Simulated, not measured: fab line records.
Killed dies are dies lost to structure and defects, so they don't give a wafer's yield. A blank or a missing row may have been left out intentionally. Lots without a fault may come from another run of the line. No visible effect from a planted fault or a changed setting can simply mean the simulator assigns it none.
fab line records :: flow n5Finfet
record:
  lots: 4
  wafers: 12
  lastDay: 18
route steps=1938 shown MOL_CONTACT_COAG@629 BEOL_M0_SAQP@632 BEOL_M4@1111
lots that met no fault: taken from a fault-free run of the same line
startH: start of the lot's first displayed wafer, in hours after the record's first day :: waitH: how many hours have passed since the lot's step before this one :: " identical to the entry in the row above :: L1.1+2: one row covering several wafers at once :: - no value present, or no start provided :: * or withheld: withheld :: < > ~ a bound
route shown NAME@n: a module of which the file shows steps, and the number in the route of the first :: usual: average and standard deviation across the fault-free wafers :: same: alike in all rows :: chamber/n: place in a boat :: sites: readings site by site :: _std_site: standard deviation of those values :: _edge_site: inner sites' mean taken away from outer sites' mean :: radiusMm: how far each site lies from the wafer's centre :: mask NAME#n: copy n :: behind: the tool/chamber that last shaped the wafer :: hold: cause of the lot's hold/its duration in hours/its outcome :: device: the transistor (n, p or np) that didn't switch :: end of line: the tests these same wafers got at the end of their route :: where a step has no rows: the recipe by itself :: killed: dies lost to structure and defects at the first sort, not the wafer's yield :: map: a wafer's dies, x killed, . not, _ none there
set.NAME: setting as actually run; set.NAME@STEP: the setting as run at that earlier step :: model.NAME: the simulator's own value behind a step, which no gauge read
lots at selected steps of the route; one table per step, one row per wafer
services: the hour from which a tool's chamber was out of use, counted from the record's first day as startH (under 0 if before that day), plus the number of hours and why
== steps ==
step: N5_MOL_CONTACT_COAG_ANNEAL_112
recipe:
  tempC: 400
  timeS: 1800
  ambient: HPD2
  pressureAtm: 10
step: N5_BEOL_M0_SAQP_PECVD_00
recipe:
  material: SiCN
  targetThkA: 80
  tempC: withheld
  precursor: 3MS/NH3
  pressureTorr: 3
  rfW: 202
  timeS: 14
step: N5_BEOL_M0_SAQP_ILD_DEP_01
recipe:
  material: SiOC
  targetThkA: 454.19
  tempC: 350
  precursor: DEMS/O2
  pressureTorr: 5
  rfW: 500
  timeS: 8.7
step: N5_BEOL_M0_SAQP_HM_DEP_02
recipe:
  material: TiN
  targetThkA: 120
  tempC: 25
  chamberPressurePa: 0.49996
step: N5_BEOL_M0_SAQP_PECVD_03
recipe:
  material: SiCN
  targetThkA: 120
  tempC: withheld
  precursor: 3MS/NH3
  pressureTorr: 3
  rfW: 202
  timeS: 21.1
step: N5_BEOL_M0_SAQP_PECVD_96
recipe:
  material: a-Si
  targetThkA: 450
  tempC: 350
  precursor: SiH4/He
  pressureTorr: 3
  rfW: 100
  timeS: 45.2
step: N5_BEOL_M0_SAQP_PECVD_97
recipe:
  material: SiNx
  targetThkA: 230
  tempC: 350
  precursor: SiH4/NH3/N2
  pressureTorr: 1.5
  rfW: 300
  timeS: 19.9
step: N5_BEOL_M0_SAQP_PECVD_04
recipe:
  material: a-Si
  targetThkA: 600
  tempC: 350
  precursor: SiH4/He
  pressureTorr: 3
  rfW: 100
  timeS: 60.2
step: N5_BEOL_M0_SAQP_HM_DEP_111
recipe:
  material: SiO2
  targetThkA: 120
  tempC: 400
  precursor: SiH4/N2O
  pressureTorr: 0.75
  rfW: 275
  timeS: 7.2
usual:
  heaterPowerOuterW: 515/70
  heaterPowerW: 864/110
  rfFwdPowerW: 272.7/0.78
  showerheadPlenumPTorr: 8.11/0.099
lot.wafer: L317.1
tool: pecvd-03
chamber: 0
startH: 147.93
waitH: 0.0
heaterPowerOuterW: 477
heaterPowerW: 754
rfFwdPowerW: -
showerheadPlenumPTorr: 8.14
model.SiO2_of_BEOL_M0_SAQP_HM_DEP_111.thkNm: 9.2

lot.wafer: L317.2
tool: pecvd-03
chamber: 2
startH: 147.93
waitH: 0.0
heaterPowerOuterW: 453
heaterPowerW: 716
rfFwdPowerW: -
showerheadPlenumPTorr: 8.08
model.SiO2_of_BEOL_M0_SAQP_HM_DEP_111.thkNm: 9

lot.wafer: L317.4
tool: pecvd-03
chamber: 2
startH: 147.93
waitH: 0.0
heaterPowerOuterW: 444
heaterPowerW: 717
rfFwdPowerW: -
showerheadPlenumPTorr: 8.09
model.SiO2_of_BEOL_M0_SAQP_HM_DEP_111.thkNm: 9.2

lot.wafer: L320.1
tool: pecvd-03
chamber: 0
startH: 173.33
waitH: 0.0
heaterPowerOuterW: 461
heaterPowerW: 731
rfFwdPowerW: -
showerheadPlenumPTorr: 8.14
model.SiO2_of_BEOL_M0_SAQP_HM_DEP_111.thkNm: 9

lot.wafer: L320.2
tool: pecvd-03
chamber: 1
startH: 173.33
waitH: 0.0
heaterPowerOuterW: 527
heaterPowerW: 914
rfFwdPowerW: -
showerheadPlenumPTorr: 8.15
model.SiO2_of_BEOL_M0_SAQP_HM_DEP_111.thkNm: 9

lot.wafer: L320.6
tool: pecvd-03
chamber: 1
startH: 173.33
waitH: 0.0
heaterPowerOuterW: 518
heaterPowerW: 919
rfFwdPowerW: 272.3
showerheadPlenumPTorr: 8.19
model.SiO2_of_BEOL_M0_SAQP_HM_DEP_111.thkNm: 12

lot.wafer: L322.2
tool: pecvd-01
chamber: 1
startH: 178.58
waitH: 0.0
heaterPowerOuterW: 516
heaterPowerW: 872
rfFwdPowerW: 272.7
showerheadPlenumPTorr: 8.11
model.SiO2_of_BEOL_M0_SAQP_HM_DEP_111.thkNm: 12

lot.wafer: L322.4
tool: pecvd-01
chamber: 0
startH: 178.58
waitH: 0.0
heaterPowerOuterW: 426
heaterPowerW: 744
rfFwdPowerW: 271.6
showerheadPlenumPTorr: 8.08
model.SiO2_of_BEOL_M0_SAQP_HM_DEP_111.thkNm: 11.8

lot.wafer: L322.6
tool: pecvd-01
chamber: 1
startH: 178.58
waitH: 0.0
heaterPowerOuterW: 508
heaterPowerW: 877
rfFwdPowerW: 272.7
showerheadPlenumPTorr: 8.12
model.SiO2_of_BEOL_M0_SAQP_HM_DEP_111.thkNm: 12

lot.wafer: L332.3
tool: pecvd-04
chamber: 0
startH: 241.78
waitH: 0.0
heaterPowerOuterW: 616
heaterPowerW: 994
rfFwdPowerW: 271.0
showerheadPlenumPTorr: 8.20
model.SiO2_of_BEOL_M0_SAQP_HM_DEP_111.thkNm: 12

lot.wafer: L332.4
tool: pecvd-04
chamber: 0
startH: 241.78
waitH: 0.0
heaterPowerOuterW: 632
heaterPowerW: 983
rfFwdPowerW: 270.8
showerheadPlenumPTorr: 8.22
model.SiO2_of_BEOL_M0_SAQP_HM_DEP_111.thkNm: 12

lot.wafer: L332.6
tool: pecvd-04
chamber: 1
startH: 241.78
waitH: 0.0
heaterPowerOuterW: 512
heaterPowerW: 928
rfFwdPowerW: 273.1
showerheadPlenumPTorr: 8.27
model.SiO2_of_BEOL_M0_SAQP_HM_DEP_111.thkNm: 12
step: N5_BEOL_M0_SAQP_COAT_81
recipe:
  resist: SOC
  tempC: 250
  timeS: 60
  spinRpm: 1500
  resistThkNm: 100
step: N5_BEOL_M0_SAQP_COAT_82
recipe:
  resist: SiARC
  tempC: 220
  timeS: 60
  spinRpm: 1500
  resistThkNm: 30
step: N5_BEOL_M0_SAQP_COAT_08
recipe:
  resist: CAR-ArF
  spinRpm: 1500
  resistThkNm: 90
step: N5_BEOL_M0_SAQP_EBR_10
recipe:
  solvent: PGMEA
  ebrWidthMm: 1.5
step: N5_BEOL_M0_SAQP_SOFTBAKE_09
recipe:
  tempC: 110
  timeS: 60
  resist: CAR-ArF
step: N5_BEOL_M0_SAQP_EXPOSE_11
recipe:
  maskId: M0_CORE
  na: 1.35
  sourceShape: dipole
  sigmaInner: 0.538
  sigmaOuter: 0.738
  polarization: te
  targetCdNm: 42
  doseMj: 55
step: N5_BEOL_M0_SAQP_PEB_12
recipe:
  pebTempC: withheld
  pebTimeS: 60
  resist: CAR-ArF
step: N5_BEOL_M0_SAQP_DEVELOP_13
recipe:
  developTimeS: 30
  developer: TMAH
  resist: CAR-ArF
  devTempC: 23
  rinseLiquid: diw
  dry: airSpin
step: N5_BEOL_M0_SAQP_DESCUM_19
recipe:
  chemistry: O2
  timeS: 7.9
  sourcePowerW: 50
  biasPowerW: 20
  pressureMtorr: 20
  rfFrequencyHz: 2.712e+07
  tempC: 40
  resist: CAR-ArF
  o2FlowSccm: 225
step: N5_BEOL_M0_SAQP_ETCH_83
recipe:
  chemistry: CF4
  target: SiARC
  targetDepthA: 390
  maskMaterial: CAR-ArF
  timeS: 65
  ionEnergyEv: 80
  pressureMtorr: 40
  sourceW: 545
  biasW: 36
  Ar_flow_sccm: 100
  cf4FlowSccm: 100
  ends: cleared
step: N5_BEOL_M0_SAQP_ETCH_84
recipe:
  chemistry: N2/H2
  target: SOC
  targetDepthA: 1000
  overetchA: 200
  maskMaterial: SiARC
  tempC: 40
  timeS: 150
  ionEnergyEv: 200
  pressureMtorr: 30
  sourceW: 840
  biasW: 150
  n2FlowSccm: 200
  h2FlowSccm: 200
step: N5_BEOL_M0_SAQP_STRIP_80
recipe:
  chemistry: N2/H2
  tempC: 40
  n2FlowSccm: 200
  h2FlowSccm: 200
  rfFrequencyHz: 6e+07
step: N5_BEOL_M0_SAQP_HM_OPEN_112
recipe:
  chemistry: CHF3/O2
  target: SiO2
  stopOn: a-Si
  targetDepthA: 120
  overEtchFrac: 1.25
  maskMaterial: SOC
  timeS: 13.5
  pressureMtorr: 30
  sourceW: 650
  biasW: 170
  Ar_flow_sccm: 200
  CHF3_flow_sccm: 50
  O2_flow_sccm: 5
  ionEnergyEv: 200
  ends: endPoint
usual:
  drypumpMotorCurrentA: 5.7/0.42
  mfcArSccm: 200.1/0.68
  oes_f_703_au: 0.76/0.08
  oes_o_777_au: 0.76/0.082
  oesProductAu: 0.50/0.053
  rfFwdPowerW: 644.2/2.4
  rfVppV: 522/8.3
  showerheadPlenumPTorr: 2.41/0.084
  throttleValvePct: 18.93/0.17
lot.wafer: L317.1
tool: rieDiel-04
chamber: 3
startH: 148.65
waitH: 0.0
drypumpMotorCurrentA: 6.3
mfcArSccm: 200.0
oes_f_703_au: 0.86
oes_o_777_au: 0.90
oesProductAu: 0.51
rfFwdPowerW: 643.6
rfHoursCounterH: 40
rfVppV: 515
showerheadPlenumPTorr: 2.56
throttleValvePct: 18.84
model.etch.depthNm: 9.229

lot.wafer: L317.2
tool: rieDiel-04
chamber: 1
startH: 148.65
waitH: 0.0
drypumpMotorCurrentA: 5.2
mfcArSccm: 198.8
oes_f_703_au: 0.67
oes_o_777_au: 0.69
oesProductAu: 0.40
rfFwdPowerW: 641.4
rfHoursCounterH: 228
rfVppV: 530
showerheadPlenumPTorr: 2.49
throttleValvePct: 19.00
model.etch.depthNm: 9.071

lot.wafer: L317.4
tool: rieDiel-04
chamber: 2
startH: 148.65
waitH: 0.0
drypumpMotorCurrentA: 5.8
mfcArSccm: 199.5
oes_f_703_au: 0.75
oes_o_777_au: 0.73
oesProductAu: 0.44
rfFwdPowerW: 643.9
rfHoursCounterH: 155
rfVppV: 512
showerheadPlenumPTorr: 2.41
throttleValvePct: 18.84
model.etch.depthNm: 9.252

lot.wafer: L320.1
tool: rieDiel-04
chamber: 3
startH: 174.34
waitH: 0.0
drypumpMotorCurrentA: 6.3
mfcArSccm: 200.8
oes_f_703_au: 0.85
oes_o_777_au: 0.88
oesProductAu: 0.50
rfFwdPowerW: 646.1
rfHoursCounterH: 47
rfVppV: 516
showerheadPlenumPTorr: 2.55
throttleValvePct: 18.83
model.etch.depthNm: 8.953

lot.wafer: L320.2
tool: rieDiel-04
chamber: 1
startH: 174.34
waitH: 0.0
drypumpMotorCurrentA: 5.2
mfcArSccm: 200.4
oes_f_703_au: 0.67
oes_o_777_au: 0.69
oesProductAu: 0.39
rfFwdPowerW: 643.2
rfHoursCounterH: 234
rfVppV: 531
showerheadPlenumPTorr: 2.49
throttleValvePct: 18.99
model.etch.depthNm: 8.904

lot.wafer: L320.6
tool: rieDiel-04
chamber: 2
startH: 174.34
waitH: 0.0
drypumpMotorCurrentA: 5.8
mfcArSccm: 200.1
oes_f_703_au: 0.74
oes_o_777_au: 0.72
oesProductAu: 0.49
rfFwdPowerW: 638.7
rfHoursCounterH: -
rfVppV: 513
showerheadPlenumPTorr: 2.41
throttleValvePct: 18.85
model.etch.depthNm: 12.07

lot.wafer: L322.2
tool: rieDiel-04
chamber: 1
startH: 179.31
waitH: 0.0
drypumpMotorCurrentA: 5.2
mfcArSccm: 199.6
oes_f_703_au: 0.66
oes_o_777_au: 0.68
oesProductAu: 0.44
rfFwdPowerW: 642.1
rfHoursCounterH: 236
rfVppV: 533
showerheadPlenumPTorr: 2.49
throttleValvePct: 19.03
model.etch.depthNm: 11.92

lot.wafer: L322.4
tool: rieDiel-04
chamber: 3
startH: 179.31
waitH: 0.0
drypumpMotorCurrentA: 6.3
mfcArSccm: 201.0
oes_f_703_au: 0.86
oes_o_777_au: 0.88
oesProductAu: 0.57
rfFwdPowerW: 642.2
rfHoursCounterH: -
rfVppV: 515
showerheadPlenumPTorr: 2.55
throttleValvePct: 18.85
model.etch.depthNm: 11.85

lot.wafer: L322.6
tool: rieDiel-04
chamber: 2
startH: 179.31
waitH: 0.0
drypumpMotorCurrentA: 5.8
mfcArSccm: 199.4
oes_f_703_au: 0.73
oes_o_777_au: 0.73
oesProductAu: 0.49
rfFwdPowerW: 641.7
rfHoursCounterH: -
rfVppV: 512
showerheadPlenumPTorr: 2.41
throttleValvePct: 18.85
model.etch.depthNm: 12.06

lot.wafer: L332.3
tool: rieDiel-02
chamber: 0
startH: 242.60
waitH: 0.0
drypumpMotorCurrentA: 5.7
mfcArSccm: 199.4
oes_f_703_au: 0.94
oes_o_777_au: 0.94
oesProductAu: 0.61
rfFwdPowerW: 643.5
rfHoursCounterH: 16
rfVppV: 527
showerheadPlenumPTorr: 2.45
throttleValvePct: 18.56
model.etch.depthNm: 11.93

lot.wafer: L332.4
tool: rieDiel-02
chamber: 2
startH: 242.60
waitH: 0.0
drypumpMotorCurrentA: 5.8
mfcArSccm: 200.2
oes_f_703_au: 0.75
oes_o_777_au: 0.76
oesProductAu: 0.49
rfFwdPowerW: 645.0
rfHoursCounterH: 160
rfVppV: 525
showerheadPlenumPTorr: 2.42
throttleValvePct: 19.14
model.etch.depthNm: 12.06

lot.wafer: L332.6
tool: rieDiel-02
chamber: 0
startH: 242.60
waitH: 0.0
drypumpMotorCurrentA: 5.7
mfcArSccm: 198.6
oes_f_703_au: 0.93
oes_o_777_au: 0.94
oesProductAu: 0.61
rfFwdPowerW: 645.0
rfHoursCounterH: -
rfVppV: 527
showerheadPlenumPTorr: 2.45
throttleValvePct: 18.56
model.etch.depthNm: 12.02
step: N5_BEOL_M0_SAQP_STRIP_113
recipe:
  chemistry: CHF3/O2
  resist: SiARC
  rfFrequencyHz: 6e+07
step: N5_BEOL_M0_SAQP_MANDREL_ETCH_20
recipe:
  targetDepthA: 600
  chemistry: HBr/Cl2
  target: a-Si
  stopOn: SiNx
  btTimeS: 10
  maskMaterial: SOC
  overEtchFrac: 0.5
  timeS: 30
  pressureMtorr: 10
  icpW: 800
  biasW: 75
  HBr_flow_sccm: 150
  Cl2_flow_sccm: 80
  ends: endPoint
step: N5_BEOL_M0_SAQP_STRIP_86
recipe:
  chemistry: N2/H2
  powerW: 500
  tempC: 40
  pressureMtorr: 50
  rfFrequencyHz: 6e+07
  overashFraction: 0.3
  biasPowerW: 28
  h2Frac: 0.5
  n2FlowSccm: 300
  h2FlowSccm: 300
step: N5_BEOL_M0_SAQP_STRIP_115
recipe:
  chemistry: postEtchResidueRemover
  timeS: 60
  tempC: 25
  removerPh: withheld
  removerWaterWtPct: withheld
  removerFluorideWtPct: withheld
lot.wafer: L317.1+4
tool: wetBench-06
chamber: 7,4
startH: 148.90
waitH: -
model.SiO2_of_BEOL_M0_SAQP_HM_DEP_111.thkNm: 9.2

lot.wafer: L317.2
tool: wetBench-06
chamber: 2
startH: 148.90
waitH: -
model.SiO2_of_BEOL_M0_SAQP_HM_DEP_111.thkNm: 9

lot.wafer: L320.1+2
tool: wetBench-06
chamber: 5,2
startH: 174.65
waitH: -
model.SiO2_of_BEOL_M0_SAQP_HM_DEP_111.thkNm: 8.8

lot.wafer: L320.6
tool: wetBench-06
chamber: 1
startH: 174.65
waitH: -
model.SiO2_of_BEOL_M0_SAQP_HM_DEP_111.thkNm: 12

lot.wafer: L322.2+4
tool: wetBench-06
chamber: 1,7
startH: 179.59
waitH: -
model.SiO2_of_BEOL_M0_SAQP_HM_DEP_111.thkNm: 11.8

lot.wafer: L322.6
tool: wetBench-06
chamber: 3
startH: 179.59
waitH: -
model.SiO2_of_BEOL_M0_SAQP_HM_DEP_111.thkNm: 12

lot.wafer: L332.3
tool: wetBench-06
chamber: 7
startH: 242.86
waitH: -
model.SiO2_of_BEOL_M0_SAQP_HM_DEP_111.thkNm: 11.8

lot.wafer: L332.4+6
tool: wetBench-06
chamber: 5,0
startH: 242.86
waitH: -
model.SiO2_of_BEOL_M0_SAQP_HM_DEP_111.thkNm: 12
step: N5_BEOL_M0_SAQP_SRD_93
recipe:
  dry: ipaMarangoni
  timeS: 30
  tempC: 23
  rinseLiquid: diw
step: N5_BEOL_M4_RC_MEAS_101
usual:
  DIBL_N: 36.0/1.8
  DIBL_P: 36.3/2.4
  IOFF_N: 0.16/0.035
  IOFF_P: 0.21/0.036
  ION_N: 673/13
  ION_P: 461/7.2
  SS_N: 71.4/0.6
  SS_P: 73.2/0.7
  VT_N: 250/4
  VT_P: -250.9/2.9
lot.wafer: L317.1
tool: prober-02
chamber: 0
startH: 223.45
waitH: 0.0
DIBL_N[mV/V]: 36.5
DIBL_P[mV/V]: 36.5
IOFF_N[nA/um]: 0.18
IOFF_P[nA/um]: 0.22
ION_N[uA/um]: 682
ION_P[uA/um]: 465
SS_N[mV/dec]: 71.7
SS_P[mV/dec]: 73.0
VT_N[mV]: 247
VT_P[mV]: -249.1

lot.wafer: L317.2
tool: prober-02
chamber: 0
startH: 223.45
waitH: 0.0
DIBL_N[mV/V]: 34.8
DIBL_P[mV/V]: 34.5
IOFF_N[nA/um]: 0.13
IOFF_P[nA/um]: 0.18
ION_N[uA/um]: 667
ION_P[uA/um]: 460
SS_N[mV/dec]: 70.7
SS_P[mV/dec]: 73.4
VT_N[mV]: 255
VT_P[mV]: -252.5

lot.wafer: L317.4
tool: prober-02
chamber: 0
startH: 223.45
waitH: 0.0
DIBL_N[mV/V]: 35.1
DIBL_P[mV/V]: 34.5
IOFF_N[nA/um]: 0.14
IOFF_P[nA/um]: 0.18
ION_N[uA/um]: 673
ION_P[uA/um]: 459
SS_N[mV/dec]: 70.9
SS_P[mV/dec]: 72.8
VT_N[mV]: 253
VT_P[mV]: -251.2

lot.wafer: L320.1
tool: prober-02
chamber: 0
startH: 244.00
waitH: 0.0
DIBL_N[mV/V]: 39.6
DIBL_P[mV/V]: 41.2
IOFF_N[nA/um]: 0.25
IOFF_P[nA/um]: 0.28
ION_N[uA/um]: 696
ION_P[uA/um]: 471
SS_N[mV/dec]: 72.2
SS_P[mV/dec]: 74.6
VT_N[mV]: 244
VT_P[mV]: -248.5

lot.wafer: L320.2
tool: prober-02
chamber: 0
startH: 244.00
waitH: 0.0
DIBL_N[mV/V]: 36.3
DIBL_P[mV/V]: 37.8
IOFF_N[nA/um]: 0.18
IOFF_P[nA/um]: 0.22
ION_N[uA/um]: 693
ION_P[uA/um]: 467
SS_N[mV/dec]: 71.2
SS_P[mV/dec]: 73.0
VT_N[mV]: 247
VT_P[mV]: -251.7

lot.wafer: L320.6
tool: prober-02
chamber: 0
startH: 244.00
waitH: 0.0
DIBL_N[mV/V]: 37.6
DIBL_P[mV/V]: 39.5
IOFF_N[nA/um]: 0.21
IOFF_P[nA/um]: 0.25
ION_N[uA/um]: 693
ION_P[uA/um]: 466
SS_N[mV/dec]: 72.3
SS_P[mV/dec]: 73.8
VT_N[mV]: 243
VT_P[mV]: -251.4

lot.wafer: L322.2
tool: prober-01
chamber: 0
startH: 248.23
waitH: 0.2
DIBL_N[mV/V]: 34.3
DIBL_P[mV/V]: 33.0
IOFF_N[nA/um]: 0.11
IOFF_P[nA/um]: 0.16
ION_N[uA/um]: 647
ION_P[uA/um]: 447
SS_N[mV/dec]: 72.1
SS_P[mV/dec]: 71.8
VT_N[mV]: 254
VT_P[mV]: -256.0

lot.wafer: L322.4
tool: prober-01
chamber: 0
startH: 248.23
waitH: 0.2
DIBL_N[mV/V]: 35.6
DIBL_P[mV/V]: 35.8
IOFF_N[nA/um]: 0.14
IOFF_P[nA/um]: 0.19
ION_N[uA/um]: 659
ION_P[uA/um]: 459
SS_N[mV/dec]: 71.1
SS_P[mV/dec]: 73.6
VT_N[mV]: 248
VT_P[mV]: -254.0

lot.wafer: L322.6
tool: prober-01
chamber: 0
startH: 248.23
waitH: 0.2
DIBL_N[mV/V]: 35.3
DIBL_P[mV/V]: 33.7
IOFF_N[nA/um]: 0.13
IOFF_P[nA/um]: 0.16
ION_N[uA/um]: 668
ION_P[uA/um]: 456
SS_N[mV/dec]: 70.9
SS_P[mV/dec]: 72.8
VT_N[mV]: 254
VT_P[mV]: -255.8

lot.wafer: L332.3
tool: prober-02
chamber: 0
startH: 320.03
waitH: 0.3
DIBL_N[mV/V]: 35.2
DIBL_P[mV/V]: 35.6
IOFF_N[nA/um]: 0.13
IOFF_P[nA/um]: 0.19
ION_N[uA/um]: 652
ION_P[uA/um]: 459
SS_N[mV/dec]: 70.8
SS_P[mV/dec]: 73.2
VT_N[mV]: 253
VT_P[mV]: -253.7

lot.wafer: L332.4
tool: prober-02
chamber: 0
startH: 320.03
waitH: 0.3
DIBL_N[mV/V]: 35.7
DIBL_P[mV/V]: 35.4
IOFF_N[nA/um]: 0.13
IOFF_P[nA/um]: 0.19
ION_N[uA/um]: 677
ION_P[uA/um]: 464
SS_N[mV/dec]: 71.1
SS_P[mV/dec]: 72.7
VT_N[mV]: 252
VT_P[mV]: -252.5

lot.wafer: L332.6
tool: prober-02
chamber: 0
startH: 320.03
waitH: 0.3
DIBL_N[mV/V]: 36.8
DIBL_P[mV/V]: 38.2
IOFF_N[nA/um]: 0.16
IOFF_P[nA/um]: 0.23
ION_N[uA/um]: 671
ION_P[uA/um]: 462
SS_N[mV/dec]: 71.4
SS_P[mV/dec]: 73.4
VT_N[mV]: 250
VT_P[mV]: -249.5
== services ==
tool: pecvd-01
chamber: 0
startH: 160.15
hours: 4.4
kind: repair

tool: pecvd-03
chamber: 2
startH: 170.54
hours: 5.2
kind: repair

tool: rieDiel-02
chamber: 0
startH: 174.77
hours: -
kind: clean

tool: rieDiel-02
chamber: 0
startH: 174.77
hours: -
kind: consumableReplace:focusRing

tool: rieDiel-02
chamber: 0
startH: 174.77
hours: 19.6
kind: scheduledDown

tool: rieDiel-02
chamber: 0
startH: 174.77
hours: 19.6
kind: ventCycle

tool: rieDiel-04
chamber: 0
startH: 176.83
hours: 7.2
kind: repair

tool: wetBench-06
chamber: -
startH: 189.37
hours: 1.9
kind: pm

tool: pecvd-01
chamber: -
startH: 190.93
hours: 2.6
kind: repair

tool: rieDiel-02
chamber: 1
startH: 194.32
hours: -
kind: clean

tool: rieDiel-02
chamber: 1
startH: 194.32
hours: -
kind: consumableReplace:focusRing

tool: rieDiel-02
chamber: 1
startH: 194.32
hours: 25.5
kind: scheduledDown

tool: rieDiel-02
chamber: 1
startH: 194.32
hours: 25.5
kind: ventCycle

tool: pecvd-04
chamber: 2
startH: 202.38
hours: -
kind: clean

tool: pecvd-04
chamber: 2
startH: 202.38
hours: -
kind: consumableReplace:showerhead

tool: pecvd-04
chamber: 2
startH: 202.38
hours: 29.0
kind: scheduledDown

tool: pecvd-04
chamber: 2
startH: 202.38
hours: 29.0
kind: ventCycle

tool: rieDiel-04
chamber: 0
startH: 204.06
hours: 8.8
kind: repair

tool: rieDiel-04
chamber: 1
startH: 225.88
hours: -
kind: clean

tool: rieDiel-04
chamber: 1
startH: 225.88
hours: -
kind: consumableReplace:focusRing

tool: rieDiel-04
chamber: 1
startH: 225.88
hours: 31.8
kind: scheduledDown

tool: rieDiel-04
chamber: 1
startH: 225.88
hours: 31.8
kind: ventCycle

tool: pecvd-03
chamber: 1
startH: 241.93
hours: 22.3
kind: repair
== key ==
firstSign none at tools or gauges
modelEffect:
  step: N5_BEOL_M0_SAQP_HM_DEP_111
  value: SiO2_of_BEOL_M0_SAQP_HM_DEP_111.thkNm
  without: 12.04
  struck: 9.08
modelEffect:
  step: N5_BEOL_M0_SAQP_HM_OPEN_112
  value: etch.depthNm
  without: 12.06
  struck: 9.082
modelEffect:
  step: N5_BEOL_M0_SAQP_STRIP_115
  value: SiO2_of_BEOL_M0_SAQP_HM_DEP_111.thkNm
  without: 12
  struck: 9
metAt N5_BEOL_M0_SAQP_HM_DEP_111
struckWafers L317.1,L317.2,L317.4,L320.1,L320.2
fault:
  kind: processParameterDrift
  tool: pecvd-03
  chamber: -
  onsetH: 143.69
  steps: N5_BEOL_M0_SAQP_HM_DEP_111
  channel: timeS
  offset: *
  shape: step
  endH: 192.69
  scope: struckWafersOnly
  actsIn: *
  stated: *
